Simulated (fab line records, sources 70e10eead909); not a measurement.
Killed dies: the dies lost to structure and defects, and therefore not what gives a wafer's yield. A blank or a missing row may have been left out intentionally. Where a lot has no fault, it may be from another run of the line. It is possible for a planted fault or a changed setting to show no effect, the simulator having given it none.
fab line records :: flow nand-harc
record:
  lots: 14
  wafers: 42
  last-day: 34
route steps=1302 shown A_ONON_D2@553 THIN_TSV@1269 END@1302
lots that met no fault: from a run of the same line without faults
start-h: hours from the record's first day to the start of the lot's first wafer shown :: wait-h: hours elapsed since this lot's preceding step :: " the same as in the row above :: L1.1+2: several wafers, shown together as one row :: - no value present, or no start provided :: * or withheld: withheld :: < > ~ a bound
route shown NAME@n: a module of which the file shows steps, and the number in the route of the first :: usual: average and standard deviation across the fault-free wafers :: same: alike in all rows :: chamber/n: place in a boat :: sites: readings site by site :: _std_site: their standard deviation :: _edge_site: inner sites' mean taken away from outer sites' mean :: radius-mm: how far each site lies from the wafer's centre :: mask NAME#n: copy n :: behind: the last tool/chamber to shape the wafer :: hold: reason for holding the lot/hours on hold/outcome of the hold :: device: whichever transistor did not switch (one of n, p or np) :: end of line: the route-end tests of the same wafers :: a step given without rows: its recipe and nothing more :: killed: not the wafer's yield, but the dies lost to structure and defects at the first sort :: map: shows each die of a wafer: x if killed, . if not, _ if none is there
set.NAME: setting as actually run; set.NAME@STEP: the setting as run at that earlier step :: model.NAME: the simulator's own value behind a step, which no gauge read
the route's steps for a sample of lots (tables are steps, rows are wafers)
services: the hour from which a tool's chamber was out of use, counted from the record's first day as start-h (under 0 if before that day), plus the number of hours and why
== steps ==
step: NHARC_A_ONON_D2_DEP_12
recipe:
  target-thk-a: 10000
  n2-flow-sccm: 2750
  n2o-flow-sccm: 2000
  nh3-flow-sccm: 500
  sih4-flow-sccm: 210
  temp-c: 400
lot.wafer: L998.3+5+6
tool: pecvd-onon-04
chamber: 0
start-h: 274.38
wait-h: 0.2

lot.wafer: L999.1+2+5
tool: pecvd-onon-04
chamber: 0
start-h: 286.60
wait-h: 0.1

lot.wafer: L100.2+5+6
tool: pecvd-onon-03
chamber: 0
start-h: 297.75
wait-h: 0.1

lot.wafer: L101.2+3+5
tool: pecvd-onon-01
chamber: 0
start-h: 297.76
wait-h: 0.1

lot.wafer: L106.1+2+4
tool: pecvd-onon-04
chamber: 0
start-h: 361.97
wait-h: 0.1

lot.wafer: L108.1+2+6
tool: pecvd-onon-04
chamber: 0
start-h: 364.94
wait-h: 0.1

lot.wafer: L112.2+3+5
tool: pecvd-onon-03
chamber: 0
start-h: 426.59
wait-h: 0.1

lot.wafer: L113.2+5+6
tool: pecvd-onon-04
chamber: 0
start-h: 426.88
wait-h: 0.1

lot.wafer: L115.2+4+6
tool: pecvd-onon-03
chamber: 0
start-h: 449.50
wait-h: 0.1

lot.wafer: L114.2+5+6
tool: pecvd-onon-04
chamber: 0
start-h: 449.56
wait-h: 0.1

lot.wafer: L116.1+2+4
tool: pecvd-onon-04
chamber: 0
start-h: 462.33
wait-h: 0.1

lot.wafer: L118.1+4+5
tool: pecvd-onon-03
chamber: 0
start-h: 485.19
wait-h: 0.1

lot.wafer: L119.2+5+6
tool: pecvd-onon-01
chamber: 0
start-h: 485.31
wait-h: 0.1

lot.wafer: L121.1+2+5
tool: pecvd-onon-01
chamber: 0
start-h: 514.43
wait-h: 0.1
step: NHARC_THIN_TSV_STRIP_62
recipe:
  power-w: 1500
  temp-c: 250
  time-s: 20
  chemistry: N2/H2
usual:
  drypump-motor-current-A: 5.9/0.41
  heater-power-w: 340/25
  temp-c: 249.97/0.17
lot.wafer: L998.3
tool: plasma-asher-02
chamber: 0
start-h: 558.10
wait-h: -
drypump-motor-current-A: 5.9
heater-power-w: 310
rf-hours-counter-h: -
temp-c: 250.14

lot.wafer: L998.6
tool: plasma-asher-02
chamber: 1
start-h: 558.10
wait-h: -
drypump-motor-current-A: 6.2
heater-power-w: 350
rf-hours-counter-h: -
temp-c: 249.92

lot.wafer: L998.5
tool: plasma-asher-02
chamber: 0
start-h: 558.10
wait-h: -
drypump-motor-current-A: 5.9
heater-power-w: 304
rf-hours-counter-h: -
temp-c: 250.20

lot.wafer: L999.2
tool: plasma-asher-01
chamber: 1
start-h: 559.39
wait-h: -
drypump-motor-current-A: 5.3
heater-power-w: 358
rf-hours-counter-h: 6
temp-c: 250.16

lot.wafer: L999.1
tool: plasma-asher-01
chamber: 0
start-h: 559.39
wait-h: -
drypump-motor-current-A: 6.3
heater-power-w: 343
rf-hours-counter-h: 6
temp-c: 250.20

lot.wafer: L999.5
tool: plasma-asher-01
chamber: 1
start-h: 559.39
wait-h: -
drypump-motor-current-A: 5.3
heater-power-w: 364
rf-hours-counter-h: -
temp-c: 250.10

lot.wafer: L100.2
tool: plasma-asher-01
chamber: 0
start-h: 566.69
wait-h: -
drypump-motor-current-A: 6.3
heater-power-w: 338
rf-hours-counter-h: 7
temp-c: 250.04

lot.wafer: L100.6
tool: plasma-asher-01
chamber: 1
start-h: 566.69
wait-h: -
drypump-motor-current-A: 5.3
heater-power-w: 356
rf-hours-counter-h: -
temp-c: 250.09

lot.wafer: L100.5
tool: plasma-asher-01
chamber: 0
start-h: 566.69
wait-h: -
drypump-motor-current-A: 6.4
heater-power-w: 334
rf-hours-counter-h: -
temp-c: 250.28

lot.wafer: L101.2
tool: plasma-asher-01
chamber: 0
start-h: 579.00
wait-h: -
drypump-motor-current-A: 6.4
heater-power-w: 337
rf-hours-counter-h: 11
temp-c: 249.59

lot.wafer: L101.3
tool: plasma-asher-01
chamber: 1
start-h: 579.00
wait-h: -
drypump-motor-current-A: 5.3
heater-power-w: 359
rf-hours-counter-h: -
temp-c: 250.14

lot.wafer: L101.5
tool: plasma-asher-01
chamber: 0
start-h: 579.00
wait-h: -
drypump-motor-current-A: 6.4
heater-power-w: 352
rf-hours-counter-h: -
temp-c: 250.14

lot.wafer: L106.2
tool: plasma-asher-02
chamber: 1
start-h: 648.45
wait-h: -
drypump-motor-current-A: 6.2
heater-power-w: 352
rf-hours-counter-h: 7
temp-c: 250.01

lot.wafer: L106.1
tool: plasma-asher-02
chamber: 0
start-h: 648.45
wait-h: -
drypump-motor-current-A: 5.9
heater-power-w: 300
rf-hours-counter-h: 7
temp-c: 250.08

lot.wafer: L106.4
tool: plasma-asher-02
chamber: 1
start-h: 648.45
wait-h: -
drypump-motor-current-A: 6.3
heater-power-w: 363
rf-hours-counter-h: -
temp-c: 250.11

lot.wafer: L108.1
tool: plasma-asher-02
chamber: 1
start-h: 649.71
wait-h: -
drypump-motor-current-A: 6.2
heater-power-w: 353
rf-hours-counter-h: 7
temp-c: 249.87

lot.wafer: L108.2
tool: plasma-asher-02
chamber: 0
start-h: 649.71
wait-h: -
drypump-motor-current-A: 5.9
heater-power-w: 303
rf-hours-counter-h: 7
temp-c: 250.05

lot.wafer: L108.6
tool: plasma-asher-02
chamber: 1
start-h: 649.71
wait-h: -
drypump-motor-current-A: 6.3
heater-power-w: 353
rf-hours-counter-h: -
temp-c: 250.08

lot.wafer: L113.2
tool: plasma-asher-01
chamber: 1
start-h: 694.46
wait-h: -
drypump-motor-current-A: 5.3
heater-power-w: 358
rf-hours-counter-h: 37
temp-c: 250.25

lot.wafer: L113.6
tool: plasma-asher-01
chamber: 1
start-h: 694.46
wait-h: -
drypump-motor-current-A: 5.3
heater-power-w: 349
rf-hours-counter-h: -
temp-c: 249.88

lot.wafer: L113.5
tool: plasma-asher-01
chamber: 0
start-h: 694.46
wait-h: -
drypump-motor-current-A: 6.3
heater-power-w: 336
rf-hours-counter-h: -
temp-c: 249.86

lot.wafer: L112.2
tool: plasma-asher-01
chamber: 1
start-h: 695.76
wait-h: -
drypump-motor-current-A: 5.3
heater-power-w: 359
rf-hours-counter-h: 37
temp-c: 250.09

lot.wafer: L112.3
tool: plasma-asher-01
chamber: 1
start-h: 695.76
wait-h: -
drypump-motor-current-A: 5.3
heater-power-w: 361
rf-hours-counter-h: -
temp-c: 250.19

lot.wafer: L112.5
tool: plasma-asher-01
chamber: 0
start-h: 695.76
wait-h: -
drypump-motor-current-A: 6.4
heater-power-w: 347
rf-hours-counter-h: -
temp-c: 250.18

lot.wafer: L116.1
tool: plasma-asher-01
chamber: 1
start-h: 730.16
wait-h: -
drypump-motor-current-A: 5.3
heater-power-w: 358
rf-hours-counter-h: 4
temp-c: 249.95

lot.wafer: L116.2
tool: plasma-asher-01
chamber: 0
start-h: 730.16
wait-h: -
drypump-motor-current-A: 6.3
heater-power-w: 364
rf-hours-counter-h: 4
temp-c: 249.95

lot.wafer: L116.4
tool: plasma-asher-01
chamber: 1
start-h: 730.16
wait-h: -
drypump-motor-current-A: 5.3
heater-power-w: 357
rf-hours-counter-h: -
temp-c: 250.17

lot.wafer: L114.2
tool: plasma-asher-02
chamber: 1
start-h: 754.14
wait-h: -
drypump-motor-current-A: 6.3
heater-power-w: 351
rf-hours-counter-h: 28
temp-c: 249.69

lot.wafer: L114.6
tool: plasma-asher-02
chamber: 1
start-h: 754.14
wait-h: -
drypump-motor-current-A: 6.2
heater-power-w: 339
rf-hours-counter-h: -
temp-c: 249.96

lot.wafer: L114.5
tool: plasma-asher-02
chamber: 0
start-h: 754.14
wait-h: -
drypump-motor-current-A: 5.9
heater-power-w: 301
rf-hours-counter-h: -
temp-c: 249.74

lot.wafer: L115.2
tool: plasma-asher-01
chamber: 0
start-h: 755.53
wait-h: -
drypump-motor-current-A: 6.4
heater-power-w: 350
rf-hours-counter-h: 8
temp-c: 250.18

lot.wafer: L115.4
tool: plasma-asher-01
chamber: 0
start-h: 755.53
wait-h: -
drypump-motor-current-A: 6.3
heater-power-w: 354
rf-hours-counter-h: -
temp-c: 250.24

lot.wafer: L115.6
tool: plasma-asher-01
chamber: 0
start-h: 755.53
wait-h: -
drypump-motor-current-A: 6.4
heater-power-w: 352
rf-hours-counter-h: -
temp-c: 250.35

lot.wafer: L119.2
tool: plasma-asher-02
chamber: 1
start-h: 756.63
wait-h: -
drypump-motor-current-A: 6.3
heater-power-w: 357
rf-hours-counter-h: 29
temp-c: 249.83

lot.wafer: L119.6
tool: plasma-asher-02
chamber: 0
start-h: 756.63
wait-h: -
drypump-motor-current-A: 5.9
heater-power-w: 292
rf-hours-counter-h: -
temp-c: 249.81

lot.wafer: L119.5
tool: plasma-asher-02
chamber: 1
start-h: 756.63
wait-h: -
drypump-motor-current-A: 6.3
heater-power-w: 361
rf-hours-counter-h: -
temp-c: 249.94

lot.wafer: L118.1
tool: plasma-asher-02
chamber: 1
start-h: 760.22
wait-h: -
drypump-motor-current-A: 6.3
heater-power-w: 350
rf-hours-counter-h: 30
temp-c: 249.73

lot.wafer: L118.4
tool: plasma-asher-02
chamber: 1
start-h: 760.22
wait-h: -
drypump-motor-current-A: 6.3
heater-power-w: 352
rf-hours-counter-h: -
temp-c: 249.77

lot.wafer: L118.5
tool: plasma-asher-02
chamber: 0
start-h: 760.22
wait-h: -
drypump-motor-current-A: 5.9
heater-power-w: 295
rf-hours-counter-h: -
temp-c: 250.04

lot.wafer: L121.1
tool: plasma-asher-01
chamber: 1
start-h: 791.23
wait-h: -
drypump-motor-current-A: 5.3
heater-power-w: 357
rf-hours-counter-h: 17
temp-c: 250.10

lot.wafer: L121.2
tool: plasma-asher-01
chamber: 0
start-h: 791.23
wait-h: -
drypump-motor-current-A: 6.4
heater-power-w: 349
rf-hours-counter-h: 17
temp-c: 250.12

lot.wafer: L121.5
tool: plasma-asher-01
chamber: 0
start-h: 791.23
wait-h: -
drypump-motor-current-A: 6.3
heater-power-w: 357
rf-hours-counter-h: -
temp-c: 250.00
step: NHARC_THIN_TSV_PVD_19
recipe:
  target-thk-a: 200
  chamber-pressure-pa: 5
  material: TaN
usual:
  throttle-valve-pct: 29.7/0.95
lot.wafer: L998.3
tool: pvd-sputter-01
chamber: -
start-h: -
wait-h: -
throttle-valve-pct: 29.6

lot.wafer: L998.5
tool: pvd-sputter-01
chamber: -
start-h: -
wait-h: -
throttle-valve-pct: 30.4

lot.wafer: L998.6
tool: pvd-sputter-01
chamber: -
start-h: -
wait-h: -
throttle-valve-pct: 29.3

lot.wafer: L999.1
tool: pvd-sputter-01
chamber: -
start-h: -
wait-h: -
throttle-valve-pct: 29.7

lot.wafer: L999.2
tool: pvd-sputter-01
chamber: -
start-h: -
wait-h: -
throttle-valve-pct: 30.1

lot.wafer: L999.5
tool: pvd-sputter-01
chamber: -
start-h: -
wait-h: -
throttle-valve-pct: 29.8

lot.wafer: L100.2
tool: pvd-sputter-01
chamber: -
start-h: -
wait-h: -
throttle-valve-pct: 29.7

lot.wafer: L100.5
tool: pvd-sputter-01
chamber: -
start-h: -
wait-h: -
throttle-valve-pct: 29.7

lot.wafer: L100.6
tool: pvd-sputter-01
chamber: -
start-h: -
wait-h: -
throttle-valve-pct: 29.6

lot.wafer: L101.3
tool: pvd-sputter-02
chamber: -
start-h: -
wait-h: -
throttle-valve-pct: 29.7

lot.wafer: L101.2
tool: pvd-sputter-02
chamber: -
start-h: -
wait-h: -
throttle-valve-pct: 30.2

lot.wafer: L101.5
tool: pvd-sputter-02
chamber: -
start-h: -
wait-h: -
throttle-valve-pct: 29.6

lot.wafer: L106.2
tool: pvd-sputter-02
chamber: -
start-h: -
wait-h: -
throttle-valve-pct: 29.3

lot.wafer: L106.1
tool: pvd-sputter-02
chamber: -
start-h: -
wait-h: -
throttle-valve-pct: 29.9

lot.wafer: L106.4
tool: pvd-sputter-02
chamber: -
start-h: -
wait-h: -
throttle-valve-pct: 29.8

lot.wafer: L108.1
tool: pvd-sputter-02
chamber: -
start-h: -
wait-h: -
throttle-valve-pct: 29.8

lot.wafer: L108.2
tool: pvd-sputter-02
chamber: -
start-h: -
wait-h: -
throttle-valve-pct: 28.3

lot.wafer: L108.6
tool: pvd-sputter-02
chamber: -
start-h: -
wait-h: -
throttle-valve-pct: 29.2

lot.wafer: L113.2
tool: pvd-sputter-01
chamber: -
start-h: -
wait-h: -
throttle-valve-pct: 30.3

lot.wafer: L113.5
tool: pvd-sputter-01
chamber: -
start-h: -
wait-h: -
throttle-valve-pct: 30.2

lot.wafer: L113.6
tool: pvd-sputter-01
chamber: -
start-h: -
wait-h: -
throttle-valve-pct: 30.6

lot.wafer: L112.3
tool: pvd-sputter-02
chamber: -
start-h: -
wait-h: -
throttle-valve-pct: 29.5

lot.wafer: L112.2
tool: pvd-sputter-02
chamber: -
start-h: -
wait-h: -
throttle-valve-pct: 29.6

lot.wafer: L112.5
tool: pvd-sputter-02
chamber: -
start-h: -
wait-h: -
throttle-valve-pct: 29.5

lot.wafer: L116.2
tool: pvd-sputter-03
chamber: -
start-h: -
wait-h: -
throttle-valve-pct: 31.7

lot.wafer: L116.1
tool: pvd-sputter-03
chamber: -
start-h: -
wait-h: -
throttle-valve-pct: 29.0

lot.wafer: L116.4
tool: pvd-sputter-03
chamber: -
start-h: -
wait-h: -
throttle-valve-pct: 32.1

lot.wafer: L114.2
tool: pvd-sputter-02
chamber: -
start-h: -
wait-h: -
throttle-valve-pct: 28.2

lot.wafer: L114.6
tool: pvd-sputter-02
chamber: -
start-h: -
wait-h: -
throttle-valve-pct: 28.0

lot.wafer: L114.5
tool: pvd-sputter-02
chamber: -
start-h: -
wait-h: -
throttle-valve-pct: 29.4

lot.wafer: L115.2
tool: pvd-sputter-03
chamber: -
start-h: -
wait-h: -
throttle-valve-pct: 32.0

lot.wafer: L115.4
tool: pvd-sputter-03
chamber: -
start-h: -
wait-h: -
throttle-valve-pct: 31.6

lot.wafer: L115.6
tool: pvd-sputter-03
chamber: -
start-h: -
wait-h: -
throttle-valve-pct: 28.9

lot.wafer: L119.2
tool: pvd-sputter-03
chamber: -
start-h: -
wait-h: -
throttle-valve-pct: 32.2

lot.wafer: L119.6
tool: pvd-sputter-03
chamber: -
start-h: -
wait-h: -
throttle-valve-pct: 29.1

lot.wafer: L119.5
tool: pvd-sputter-03
chamber: -
start-h: -
wait-h: -
throttle-valve-pct: 28.8

lot.wafer: L118.4
tool: pvd-sputter-03
chamber: -
start-h: -
wait-h: -
throttle-valve-pct: 29.1

lot.wafer: L118.1
tool: pvd-sputter-03
chamber: -
start-h: -
wait-h: -
throttle-valve-pct: 31.8

lot.wafer: L118.5
tool: pvd-sputter-03
chamber: -
start-h: -
wait-h: -
throttle-valve-pct: 29.0

lot.wafer: L121.2
tool: pvd-sputter-03
chamber: -
start-h: -
wait-h: -
throttle-valve-pct: 29.1

lot.wafer: L121.1
tool: pvd-sputter-03
chamber: -
start-h: -
wait-h: -
throttle-valve-pct: 31.8

lot.wafer: L121.5
tool: pvd-sputter-03
chamber: -
start-h: -
wait-h: -
throttle-valve-pct: 29.2
step: NHARC_THIN_TSV_CD_MEAS_33
recipe:
  target-cd-nm: 5000
  landing-energy-ev: 500
usual:
  cd-nm: 4999.7/2.2
lot.wafer: L998.3
tool: cd-sem-02
chamber: 0
start-h: 561.36
wait-h: -
cd-nm: 5002.2

lot.wafer: L998.5
tool: cd-sem-02
chamber: 0
start-h: 561.36
wait-h: -
cd-nm: 5000.9

lot.wafer: L998.6
tool: cd-sem-02
chamber: 0
start-h: 561.36
wait-h: -
cd-nm: 5001.9

lot.wafer: L999.1
tool: cd-sem-03
chamber: 0
start-h: 562.56
wait-h: -
cd-nm: 4999.5

lot.wafer: L999.2
tool: cd-sem-03
chamber: 0
start-h: 562.56
wait-h: -
cd-nm: 4998.8

lot.wafer: L999.5
tool: cd-sem-03
chamber: 0
start-h: 562.56
wait-h: -
cd-nm: 4998.6

lot.wafer: L100.2
tool: cd-sem-02
chamber: 0
start-h: 569.99
wait-h: -
cd-nm: 5000.2

lot.wafer: L100.5
tool: cd-sem-02
chamber: 0
start-h: 569.99
wait-h: -
cd-nm: 5001.0

lot.wafer: L100.6
tool: cd-sem-02
chamber: 0
start-h: 569.99
wait-h: -
cd-nm: 4998.6

lot.wafer: L101.2
tool: cd-sem-01
chamber: 0
start-h: 582.29
wait-h: -
cd-nm: 4994.9

lot.wafer: L101.3
tool: cd-sem-01
chamber: 0
start-h: 582.29
wait-h: -
cd-nm: 4996.5

lot.wafer: L101.5
tool: cd-sem-01
chamber: 0
start-h: 582.29
wait-h: -
cd-nm: 4996.0

lot.wafer: L106.1
tool: cd-sem-03
chamber: 0
start-h: 651.78
wait-h: -
cd-nm: 5002.2

lot.wafer: L106.2
tool: cd-sem-03
chamber: 0
start-h: 651.78
wait-h: -
cd-nm: 5002.9

lot.wafer: L106.4
tool: cd-sem-03
chamber: 0
start-h: 651.78
wait-h: -
cd-nm: 5001.2

lot.wafer: L108.1
tool: cd-sem-03
chamber: 0
start-h: 652.89
wait-h: -
cd-nm: 5001.4

lot.wafer: L108.2
tool: cd-sem-03
chamber: 0
start-h: 652.89
wait-h: -
cd-nm: 5000.9

lot.wafer: L108.6
tool: cd-sem-03
chamber: 0
start-h: 652.89
wait-h: -
cd-nm: 5002.1

lot.wafer: L113.2
tool: cd-sem-03
chamber: 0
start-h: 697.62
wait-h: -
cd-nm: 4997.9

lot.wafer: L113.5
tool: cd-sem-03
chamber: 0
start-h: 697.62
wait-h: -
cd-nm: 5000.4

lot.wafer: L113.6
tool: cd-sem-03
chamber: 0
start-h: 697.62
wait-h: -
cd-nm: 4998.6

lot.wafer: L112.2
tool: cd-sem-02
chamber: 0
start-h: 698.93
wait-h: -
cd-nm: 4997.7

lot.wafer: L112.3
tool: cd-sem-02
chamber: 0
start-h: 698.93
wait-h: -
cd-nm: 4994.8

lot.wafer: L112.5
tool: cd-sem-02
chamber: 0
start-h: 698.93
wait-h: -
cd-nm: 4998.2

lot.wafer: L116.1
tool: cd-sem-03
chamber: 0
start-h: 733.74
wait-h: -
cd-nm: 5000.8

lot.wafer: L116.2
tool: cd-sem-03
chamber: 0
start-h: 733.74
wait-h: -
cd-nm: 5000.9

lot.wafer: L116.4
tool: cd-sem-03
chamber: 0
start-h: 733.74
wait-h: -
cd-nm: 5001.6

lot.wafer: L114.2
tool: cd-sem-01
chamber: 0
start-h: 757.46
wait-h: -
cd-nm: 4999.9

lot.wafer: L114.5
tool: cd-sem-01
chamber: 0
start-h: 757.46
wait-h: -
cd-nm: 4998.5

lot.wafer: L114.6
tool: cd-sem-01
chamber: 0
start-h: 757.46
wait-h: -
cd-nm: 4998.1

lot.wafer: L115.2
tool: cd-sem-02
chamber: 0
start-h: 758.68
wait-h: -
cd-nm: 4999.3

lot.wafer: L115.4
tool: cd-sem-02
chamber: 0
start-h: 758.68
wait-h: -
cd-nm: 4998.7

lot.wafer: L115.6
tool: cd-sem-02
chamber: 0
start-h: 758.68
wait-h: -
cd-nm: 4999.8

lot.wafer: L119.2
tool: cd-sem-02
chamber: 0
start-h: 759.94
wait-h: -
cd-nm: 4999.7

lot.wafer: L119.5
tool: cd-sem-02
chamber: 0
start-h: 759.94
wait-h: -
cd-nm: 5000.7

lot.wafer: L119.6
tool: cd-sem-02
chamber: 0
start-h: 759.94
wait-h: -
cd-nm: 5001.4

lot.wafer: L118.1
tool: cd-sem-03
chamber: 0
start-h: 763.54
wait-h: -
cd-nm: 4999.6

lot.wafer: L118.4
tool: cd-sem-03
chamber: 0
start-h: 763.54
wait-h: -
cd-nm: 4999.3

lot.wafer: L118.5
tool: cd-sem-03
chamber: 0
start-h: 763.54
wait-h: -
cd-nm: 4999.5

lot.wafer: L121.1
tool: cd-sem-02
chamber: 0
start-h: 794.55
wait-h: -
cd-nm: 4999.6

lot.wafer: L121.2
tool: cd-sem-02
chamber: 0
start-h: 794.55
wait-h: -
cd-nm: 5002.6

lot.wafer: L121.5
tool: cd-sem-02
chamber: 0
start-h: 794.55
wait-h: -
cd-nm: 5000.9
step: NHARC_END_SORT_01
recipe:
  temp-c: 25
usual:
  killed-at-array: 59/24
  killed-at-other: 0.7/1.2
  killed-at-periphery: 3.5/2.6
  killed-dies: 63/24
  killed-open: 3.2/2.1
  killed-short: 2.4/1.5
same:
  gross-dies: 677
lot.wafer: L108.1
tool: prober-01
chamber: 0
start-h: 660.84
wait-h: 2.5
killed-at-array: 219
killed-at-other: 1
killed-at-periphery: 2
killed-dies: 222
killed-open: 1
killed-short: 3

lot.wafer: L108.2
tool: prober-01
chamber: 0
start-h: 661.64
wait-h: 2.8
killed-at-array: 195
killed-at-other: 0
killed-at-periphery: 6
killed-dies: 201
killed-open: 4
killed-short: 1

lot.wafer: L108.6
tool: prober-01
chamber: 0
start-h: 664.87
wait-h: 4.0
killed-at-array: 219
killed-at-other: 1
killed-at-periphery: 8
killed-dies: 228
killed-open: 7
killed-short: 1

lot.wafer: L106.1
tool: prober-02
chamber: 0
start-h: 660.89
wait-h: 2.5
killed-at-array: 254
killed-at-other: 0
killed-at-periphery: 4
killed-dies: 258
killed-open: 4
killed-short: 9

lot.wafer: L106.2
tool: prober-02
chamber: 0
start-h: 661.70
wait-h: 2.8
killed-at-array: 238
killed-at-other: 0
killed-at-periphery: 7
killed-dies: 245
killed-open: 5
killed-short: 3

lot.wafer: L106.4
tool: prober-02
chamber: 0
start-h: 663.31
wait-h: 3.4
killed-at-array: 251
killed-at-other: 1
killed-at-periphery: 6
killed-dies: 258
killed-open: 3
killed-short: 4
killed by level:class
L108.1 A_ONON_D2:area-dep=180 A_CHANNEL_HOLE_D2:chamber-film-flake=18 A_CHANNEL_HOLE_D1:chamber-film-flake=6 A_SLIT:chamber-film-flake=5 A_CONTACT:chamber-film-flake=2 A_CHANNEL_FILL_D1:chamber-film-flake=2 A_STAIRCASE:chamber-film-flake=2 A_DECK1_JOINT:geometric-particle:short=1
L106.1 A_ONON_D2:area-dep=180 A_CHANNEL_HOLE_D1:chamber-film-flake=27 A_SLIT:chamber-film-flake=25 A_CHANNEL_HOLE_D2:chamber-film-flake=7 A_ONON_D2:geometric-particle:short=3 A_DECK1_JOINT:geometric-particle:short=2 P_CONTACT:geometric-particle:short=1 A_CHANNEL_FILL_D1:geometric-particle:short=1
L108.2 A_ONON_D2:area-dep=168 A_CHANNEL_HOLE_D2:chamber-film-flake=12 P_STI:chamber-film-flake=5 A_CHANNEL_HOLE_D1:chamber-film-flake=5 A_CHANNEL_FILL_D2:chamber-film-flake=2 A_CHANNEL_FILL_D1:geometric-particle:open=1 A_CHANNEL_HOLE_D2:geometric-particle:open=1 A_CHANNEL_FILL_D2:geometric-particle:short=1
L106.2 A_ONON_D2:area-dep=158 A_CHANNEL_HOLE_D1:chamber-film-flake=32 A_SLIT:chamber-film-flake=31 A_CHANNEL_HOLE_D2:chamber-film-flake=7 A_ONON_D2:geometric-particle:short=2 P_CONTACT:chamber-film-flake=2 P_GATE:geometric-particle:open=1 P_GATE:geometric-particle:short=1
L106.4 A_ONON_D2:area-dep=169 A_CHANNEL_HOLE_D1:chamber-film-flake=39 A_SLIT:chamber-film-flake=21 A_CHANNEL_HOLE_D2:chamber-film-flake=9 A_CONTACT:chamber-film-flake=3 A_CHANNEL_HOLE_D1:geometric-particle:short=3 P_ZERO_WELL:chamber-film-flake=2 P_CONTACT:chamber-film-flake=2
L108.6 A_ONON_D2:area-dep=185 A_CHANNEL_HOLE_D2:chamber-film-flake=17 A_CHANNEL_HOLE_D1:chamber-film-flake=4 P_STI:chamber-film-flake=3 A_CONTACT:chamber-film-flake=3 P_M1:geometric-particle:open=2 A_CHANNEL_FILL_D1:geometric-particle:open=2 A_SLIT:chamber-film-flake=2
== services ==
tool: pvd-sputter-02
chamber: -
start-h: 261.18
hours: 5.4
kind: repair

tool: pvd-sputter-02
chamber: -
start-h: 282.00
hours: 10.0
kind: pm

tool: pecvd-onon-04
chamber: -
start-h: 311.14
hours: 13.0
kind: pm

tool: plasma-asher-01
chamber: -
start-h: 342.00
hours: 9.0
kind: pm

tool: pvd-sputter-03
chamber: -
start-h: 348.02
hours: 10.0
kind: pm

tool: pvd-sputter-02
chamber: -
start-h: 388.05
hours: 3.5
kind: repair

tool: pvd-sputter-02
chamber: -
start-h: 393.21
hours: 4.1
kind: repair

tool: plasma-asher-02
chamber: -
start-h: 426.24
hours: 9.0
kind: pm

tool: pvd-sputter-02
chamber: -
start-h: 460.00
hours: 10.0
kind: pm

tool: plasma-asher-02
chamber: -
start-h: 463.46
hours: 1.7
kind: repair

tool: pecvd-onon-04
chamber: -
start-h: 492.14
hours: 13.0
kind: pm

tool: plasma-asher-02
chamber: -
start-h: 509.83
hours: 4.7
kind: repair

tool: plasma-asher-01
chamber: -
start-h: 519.00
hours: 9.0
kind: pm

tool: pvd-sputter-03
chamber: -
start-h: 520.70
hours: 3.6
kind: repair

tool: pvd-sputter-03
chamber: -
start-h: 526.02
hours: 10.0
kind: pm

tool: pvd-sputter-03
chamber: -
start-h: 548.06
hours: 16.0
kind: repair

tool: pvd-sputter-03
chamber: -
start-h: 595.16
hours: 2.0
kind: repair

tool: plasma-asher-02
chamber: -
start-h: 603.24
hours: 9.0
kind: pm

tool: pvd-sputter-02
chamber: -
start-h: 638.00
hours: 10.0
kind: pm

tool: pecvd-onon-04
chamber: -
start-h: 673.14
hours: 13.0
kind: pm

tool: pvd-sputter-02
chamber: -
start-h: 692.67
hours: 0.5
kind: repair

tool: plasma-asher-01
chamber: -
start-h: 696.00
hours: 9.0
kind: pm

tool: pvd-sputter-03
chamber: -
start-h: 704.02
hours: 10.0
kind: pm

tool: plasma-asher-02
chamber: -
start-h: 780.24
hours: 9.0
kind: pm
== key ==
first-sign:
  step: NHARC_END_SORT_01
  reading: killed-dies
  direction: up
  sigmas: 7.3
  usual: 63
  struck: 235
effect:
  step: NHARC_END_SORT_01
  reading: killed-at-array
  direction: up
  sigmas: 7.2
  usual: 59
  struck: 229
more-kills-born-at:
  NHARC_A_ONON_D2_DEP_12@pecvd-onon-04: 1040
met-at NHARC_A_ONON_D2_DEP_12
struck-lots L106,L108
tester-left-out L106,L108
not-acting-at NHARC_THIN_TSV_STRIP_62,NHARC_THIN_TSV_PVD_19,NHARC_THIN_TSV_CD_MEAS_33
onset-between 286.60 361.97
fault:
  kind: process-parameter-drift
  tool: pecvd-onon-04
  chamber: -
  onset-h: 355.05
  steps: NHARC_A_ONON_D2_DEP_12
  channel: target-thk-a
  offset: *
  shape: step
  end-h: 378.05
  acts-in: *
  stated: *
tester-left-out: of these lots the tester's yield and bins aren't shown, on N5 and GAA mostly nor the transistor test; their killed dies are dies lost to structure and defects alone, not to doping, threshold or leakage, so they don't give the yield
